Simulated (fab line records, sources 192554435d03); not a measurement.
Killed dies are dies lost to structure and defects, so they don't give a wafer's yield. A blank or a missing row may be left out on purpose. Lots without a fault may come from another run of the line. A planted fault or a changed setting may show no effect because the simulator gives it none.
Split-lot experiment | flow n5_finfet | 7 lots, 39 wafers read, on a route of 1938 steps

THE SPLIT
At N5_MOL_CONTACT_COAG_ETCH_91 (etches SOC in N2/H2, target depth 60 nm, overetch 21 nm, time 101.2 s), the setting target_depth_a was moved away from the recipe's 600 angstrom on 12 of the 39 wafers read, by -47.0% to +45.2%. The other wafers ran this setting at the recipe's value.

The reading is taken at the split's own step.

THE READING
SiARC_of_MOL_CONTACT_COAG_COAT_76.thk_nm (the simulator's own value, which no gauge read), in nm, at N5_MOL_CONTACT_COAG_ETCH_91 (etches SOC in N2/H2, target depth 60 nm, overetch 21 nm, time 101.2 s). The file gives no usual value for it. The 27 wafers here that ran the recipe average 5.9 nm, standard deviation 0.14 nm.

wafer  | tool, chamber at the split | target_depth_a as run, angstrom | against the recipe | SiARC_of_MOL_CONTACT_COAG_COAT_76.thk_nm, nm | against lot-mates on the recipe
L082.2 | rie_diel-04, 0             | 600                             | recipe             | 5.8                                          | -
L082.3 | rie_diel-04, 3             | 600                             | recipe             | 6                                            | -
L082.6 | rie_diel-04, 3             | 600                             | recipe             | 6                                            | -
L086.1 | rie_diel-01, 1,3           | 600                             | recipe             | 5.8                                          | -
L086.5 | rie_diel-01, 1,3           | 600                             | recipe             | 5.8                                          | -
L086.2 | rie_diel-01, 3             | 600                             | recipe             | 6                                            | -
L086.3 | rie_diel-01, 0,2,2         | 317.9                           | -47.0%             | 7.2                                          | +1.3
L086.4 | rie_diel-01, 0,2,2         | 317.9                           | -47.0%             | 7.2                                          | +1.3
L086.6 | rie_diel-01, 0,2,2         | 317.9                           | -47.0%             | 7.2                                          | +1.3
L089.1 | rie_diel-01, 0,2,1,1,0     | 600                             | recipe             | 5.8                                          | -
L089.3 | rie_diel-01, 0,2,1,1,0     | 600                             | recipe             | 5.8                                          | -
L089.4 | rie_diel-01, 0,2,1,1,0     | 600                             | recipe             | 5.8                                          | -
L089.5 | rie_diel-01, 0,2,1,1,0     | 600                             | recipe             | 5.8                                          | -
L089.6 | rie_diel-01, 0,2,1,1,0     | 600                             | recipe             | 5.8                                          | -
L089.2 | rie_diel-01, 3             | 600                             | recipe             | 6                                            | -
L092.1 | rie_diel-04, 0             | 600                             | recipe             | 5.8                                          | -
L092.6 | rie_diel-04, 0             | 600                             | recipe             | 5.8                                          | -
L092.2 | rie_diel-04, 2             | 600                             | recipe             | 6                                            | -
L092.5 | rie_diel-04, 2             | 600                             | recipe             | 6                                            | -
L092.3 | rie_diel-04, 1             | 600                             | recipe             | 5.6                                          | -
L092.4 | rie_diel-04, 1             | 600                             | recipe             | 5.6                                          | -
L093.1 | rie_diel-05, 1             | 600                             | recipe             | 6.2                                          | -
L093.2 | rie_diel-05, 3             | 600                             | recipe             | 5.8                                          | -
L093.3 | rie_diel-05, 2             | 600                             | recipe             | 5.6                                          | -
L093.4 | rie_diel-05, 0             | 471.1                           | -21.5%             | 6.6                                          | +0.7
L093.5 | rie_diel-05, 2             | 471.1                           | -21.5%             | 6.4                                          | +0.5
L093.6 | rie_diel-05, 1             | 471.1                           | -21.5%             | 6.8                                          | +0.9
L094.1 | rie_diel-01, 0,3,0         | 828.4                           | +38.1%             | 4.8                                          | -1.1
L094.2 | rie_diel-01, 0,3,0         | 828.4                           | +38.1%             | 4.8                                          | -1.1
L094.5 | rie_diel-01, 0,3,0         | 828.4                           | +38.1%             | 4.8                                          | -1.1
L094.3 | rie_diel-01, 1,3           | 600                             | recipe             | 6                                            | -
L094.6 | rie_diel-01, 1,3           | 600                             | recipe             | 6                                            | -
L094.4 | rie_diel-01, 2             | 600                             | recipe             | 5.8                                          | -
L097.1 | rie_diel-01, 1,0,0         | 871.5                           | +45.2%             | 4.4                                          | -1.4
L097.2 | rie_diel-01, 1,0,0         | 871.5                           | +45.2%             | 4.4                                          | -1.4
L097.6 | rie_diel-01, 1,0,0         | 871.5                           | +45.2%             | 4.4                                          | -1.4
L097.3 | rie_diel-01, 3,1,3         | 600                             | recipe             | 5.8                                          | -
L097.4 | rie_diel-01, 3,1,3         | 600                             | recipe             | 5.8                                          | -
L097.5 | rie_diel-01, 3,1,3         | 600                             | recipe             | 5.8                                          | -
Where a row lists several chambers, the file gives one row for several wafers and doesn't say which wafer went through which chamber.

THE FIT
A straight line over all 39 wafers: SiARC_of_MOL_CONTACT_COAG_COAT_76.thk_nm changes by -0.03 nm for each +1% of target_depth_a; r = -0.98; the points scatter about the line by 0.14 nm.
The same after taking each lot's own level away (the mean of its wafers on the recipe; 39 wafers): -0.03 nm for each +1%; r = -0.98; scatter 0.13 nm.
On that fit, the largest move of target_depth_a shifts the reading by 1.4 nm.
The lots' own levels span 5.80 to 5.93 nm, that is 1.0 times the standard deviation above.
So the lot-to-lot level changes the slope little: the two slopes agree.
Check: with one of the wafers moved furthest among these (-47.0%) left out of the fit, the line predicts +1.42 nm for it against its lot-mates. It came out at +1.33 nm against them.

OTHER SPLITS ON THESE WAFERS
These wafers also went through other splits before the reading. Each is held against what the fit with the lots' levels taken away leaves over:
other split on the same wafers       | wafers away from the commonest value | r with SiARC_of_MOL_CONTACT_COAG_COAT_76.thk_nm (lot level and that fit taken away)
N5_ZERO_LAYER_ETCH_18 target_depth_a | 6                                    | +0.22
N5_FIN_SAQP_HM_DEP_03 time_s         | 9                                    | -0.29
N5_DUMMY_GATE_DESCUM_20 time_s       | 12                                   | +0.19

THE FILE'S OWN FIT
SiARC_of_MOL_CONTACT_COAG_COAT_76.thk_nm changes by -0.03 nm for each +1% of target_depth_a, r = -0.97.
